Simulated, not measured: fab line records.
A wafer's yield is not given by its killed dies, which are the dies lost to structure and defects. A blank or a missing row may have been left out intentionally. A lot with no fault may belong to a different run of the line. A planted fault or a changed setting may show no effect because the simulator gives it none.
Check of tool commonality + flow nandHarc + Sampled: 12 lots, 36 wafers

== THE REASON FOR OPENING IT ==
Flagged at NHARC_P_M1_INSPECT_27: reading rawDefectCount, on 2 of 12 lots. Wafers without a fault read 326, standard deviation 120.
Rule: a lot is flagged in two cases, either no wafer of it has a number, or all its wafers with numbers fall more than 4 standard deviations from that mean. All remaining lots are regarded as sound.

| lot  | measured     | on               | rawDefectCount, wafer by wafer | flag    |
|------|--------------|------------------|--------------------------------|---------|
| L161 | day 6 13:38  | defectInspect-02 | 338 251 387                    |         |
| L163 | day 7 03:09  | defectInspect-02 | 195 200 164                    |         |
| L170 | day 10 06:26 | defectInspect-01 | 1581 1418 1615                 | FLAGGED |
| L171 | day 11 00:28 | defectInspect-01 | 1966 1611 1885                 | FLAGGED |
| L174 | day 11 13:59 | defectInspect-02 | 280 356 276                    |         |
| L177 | day 13 04:31 | defectInspect-02 | 433 392 283                    |         |
| L178 | day 13 05:55 | defectInspect-01 | 313 180 335                    |         |
| L179 | day 13 22:20 | defectInspect-02 | 190 260 322                    |         |
| L180 | day 14 03:28 | defectInspect-01 | 214 306 384                    |         |
| L182 | day 15 08:09 | defectInspect-01 | 227 314 304                    |         |
| L184 | day 15 18:32 | defectInspect-01 | 395 429 368                    |         |
| L183 | day 15 18:53 | defectInspect-01 | 399 438 537                    |         |
The mean of the flagged lots' numbers is 1679, +1353 from the usual (+11 standard deviations).

== WHICH TOOL RAN EACH LOT ==
2 process steps preceding the reading are held in the record, out of 1302 steps in the route. In each cell: the tool, then ch and the chambers that the sampled wafers went through, then the start.
| lot  | flag    | NHARC_P_M1_STRIP_18               | NHARC_P_M1_CMP_23             |
|------|---------|-----------------------------------|-------------------------------|
| L161 |         | rieDiel-08 ch 0,2,3, day 6 11:29  | cmp-02 ch 0,1,2, day 6 13:14  |
| L163 |         | rieDiel-11 ch 0,2,3, day 7 00:58  | cmp-01 ch 2,3, day 7 02:41    |
| L170 | FLAGGED | rieDiel-11 ch 1,3, day 10 04:15   | cmp-01 ch 0,1,3, day 10 06:00 |
| L171 | FLAGGED | rieDiel-08 ch 1,2, day 10 22:16   | cmp-01 ch 0,3, day 10 23:59   |
| L174 |         | rieDiel-08 ch 0,3, day 11 11:47   | cmp-04 ch 0,1,2, day 11 13:34 |
| L177 |         | rieDiel-08 ch 0,1,2, day 13 02:23 | cmp-02 ch 0,2,3, day 13 04:04 |
| L178 |         | rieDiel-11 ch 0,1,2, day 13 03:46 | cmp-02 ch 0,1, day 13 05:27   |
| L179 |         | rieDiel-08 ch 0,1,3, day 13 20:09 | cmp-01 ch 0,1,2, day 13 21:52 |
| L180 |         | rieDiel-11 ch 0,3, day 14 00:47   | cmp-01 ch 0,2, day 14 03:02   |
| L182 |         | rieDiel-08 ch 1,3, day 15 05:59   | cmp-04 ch 1,2,3, day 15 07:44 |
| L184 |         | rieDiel-13 ch 0,1, day 15 16:16   | cmp-04 ch 0,1, day 15 18:05   |
| L183 |         | rieDiel-08 ch 0,2, day 15 16:42   | cmp-02 ch 0,2,3, day 15 18:26 |
What is done by these steps:
- NHARC_P_M1_STRIP_18: strips in N2/H2.
- NHARC_P_M1_CMP_23: polishes, t overpolish 20 s, target thk 157.82 nm.
- NHARC_P_M1_INSPECT_27

== FLAGGED AGAINST TOTAL, ONE TOOL AT A TIME (gauges that did the reading follow at the end) ==
| step                  | tool             | lots run | flagged | share of the flagged lots | sound lots run after its first flagged lot |
|-----------------------|------------------|----------|---------|---------------------------|--------------------------------------------|
| NHARC_P_M1_STRIP_18   | rieDiel-08       | 7        | 1       | some                      | 5 (L174,L177,L179,L182,L183)               |
| NHARC_P_M1_STRIP_18   | rieDiel-11       | 4        | 1       | some                      | 2 (L178,L180)                              |
| NHARC_P_M1_STRIP_18   | rieDiel-13       | 1        | 0       | none                      | -                                          |
| NHARC_P_M1_CMP_23     | cmp-01           | 5        | 2       | all                       | 2 (L179,L180)                              |
| NHARC_P_M1_CMP_23     | cmp-02           | 4        | 0       | none                      | -                                          |
| NHARC_P_M1_CMP_23     | cmp-04           | 3        | 0       | none                      | -                                          |
| NHARC_P_M1_INSPECT_27 | defectInspect-01 | 7        | 2       | all                       | 5 (L178,L180,L182,L184,L183)               |
| NHARC_P_M1_INSPECT_27 | defectInspect-02 | 5        | 0       | none                      | -                                          |

== WHAT THE TABLE ALLOWS ==
cmp-01 at NHARC_P_M1_CMP_23 and defectInspect-01 at NHARC_P_M1_INSPECT_27 are the 2 rows of the table that ran each flagged lot.
- cmp-01 at NHARC_P_M1_CMP_23 ran 5 lots, 2 of them flagged. Sound lots ran on it after the first flagged one (L179, L180), which a lasting fault on the whole tool wouldn't allow.
- defectInspect-01 at NHARC_P_M1_INSPECT_27 ran 7 lots, 2 of them flagged. Sound lots ran on it after the first flagged one (L178, L180, L182, L184, L183), which a lasting fault on the whole tool wouldn't allow.
Not one row of the table ran every flagged lot while running no sound lot after the first.

== WHAT THE SIMULATOR HAD PUT IN ==
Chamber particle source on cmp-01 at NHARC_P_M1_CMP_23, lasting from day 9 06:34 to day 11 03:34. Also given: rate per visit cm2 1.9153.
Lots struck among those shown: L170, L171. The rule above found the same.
